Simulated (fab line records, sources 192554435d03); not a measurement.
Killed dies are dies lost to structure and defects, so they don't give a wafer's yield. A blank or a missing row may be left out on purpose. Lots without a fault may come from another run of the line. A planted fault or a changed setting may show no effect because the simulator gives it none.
Split-lot experiment | flow n5_finfet | 7 lots, 21 wafers read, on a route of 1938 steps

THE SPLIT
At N5_BEOL_M2_PECVD_72 (deposits SiO2 from TEOS/O2, target thk 16 nm, time 18 s), the setting time_s was moved away from the recipe's 18 s on 7 of the 21 wafers read, by -9.0% to +13.5%. The other wafers ran this setting at the recipe's value.

The reading is taken at the split's own step.

THE READING
SiO2_of_BEOL_M2_PECVD_72.thk_nm (the simulator's own value, which no gauge read), in nm, at N5_BEOL_M2_PECVD_72 (deposits SiO2 from TEOS/O2, target thk 16 nm, time 18 s). The file gives no usual value for it. The 14 wafers here that ran the recipe average 16.0 nm, standard deviation 0.29 nm.

wafer  | tool, chamber at the split | time_s as run, s | against the recipe | SiO2_of_BEOL_M2_PECVD_72.thk_nm, nm | against lot-mates on the recipe
L078.2 | pecvd-02, 0,1              | 18               | recipe             | 16                                  | -
L078.5 | pecvd-02, 0,1              | 18               | recipe             | 16                                  | -
L078.4 | pecvd-02, 0                | 18               | recipe             | 16.6                                | -
L080.2 | pecvd-04, 1                | 19.37            | +7.6%              | 17                                  | +1.2
L080.3 | pecvd-04, 2                | 18               | recipe             | 15.6                                | -
L080.4 | pecvd-04, 1                | 18               | recipe             | 16                                  | -
L083.1 | pecvd-04, 2,1              | 20.43            | +13.5%             | 18                                  | +2.0
L083.3 | pecvd-04, 2,1              | 20.43            | +13.5%             | 18                                  | +2.0
L083.6 | pecvd-04, 2                | 18               | recipe             | 16                                  | -
L086.1 | pecvd-02, 1                | 18               | recipe             | 15.6                                | -
L086.5 | pecvd-02, 0                | 19.55            | +8.6%              | 17.8                                | +2.2
L086.6 | pecvd-02, 2                | 19.55            | +8.6%              | 17.6                                | +2.0
L089.1 | pecvd-01, 1                | 18               | recipe             | 15.6                                | -
L089.3 | pecvd-01, 0                | 18               | recipe             | 15.8                                | -
L089.6 | pecvd-01, 1                | 18               | recipe             | 16                                  | -
L092.2 | pecvd-02, 0,2              | 18               | recipe             | 16.4                                | -
L092.6 | pecvd-02, 0,2              | 18               | recipe             | 16.4                                | -
L092.3 | pecvd-02, 1                | 18               | recipe             | 16                                  | -
L094.2 | pecvd-01, 0                | 16.38            | -9.0%              | 14.6                                | -1.4
L094.4 | pecvd-01, 0                | 18               | recipe             | 16                                  | -
L094.6 | pecvd-01, 1                | 16.38            | -9.0%              | 14.8                                | -1.2
Where a row lists several chambers, the file gives one row for several wafers and doesn't say which wafer went through which chamber.

THE FIT
A straight line over all 21 wafers: SiO2_of_BEOL_M2_PECVD_72.thk_nm changes by +0.155 nm for each +1% of time_s; r = +0.96; the points scatter about the line by 0.29 nm.
The same after taking each lot's own level away (the mean of its wafers on the recipe; 21 wafers): +0.165 nm for each +1%; r = +0.96; scatter 0.29 nm.
On that fit, the largest move of time_s shifts the reading by 2.2 nm.
The lots' own levels span 15.60 to 16.27 nm, that is 2.3 times the standard deviation above.
So the lot-to-lot level changes the slope little: the two slopes agree.
Check: with one of the wafers moved furthest among these (+13.5%) left out of the fit, the line predicts +2.38 nm for it against its lot-mates. It came out at +2 nm against them.

OTHER SPLITS ON THESE WAFERS
These wafers also went through other splits before the reading. Each is held against what the fit with the lots' levels taken away leaves over:
other split on the same wafers | wafers away from the commonest value | r with SiO2_of_BEOL_M2_PECVD_72.thk_nm (lot level and that fit taken away)
N5_BEOL_M1_EXPOSE_25 dose_mj   | 9                                    | -0.41

THE FILE'S OWN FIT
SiO2_of_BEOL_M2_PECVD_72.thk_nm changes by +0.167 nm for each +1% of time_s, r = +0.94.
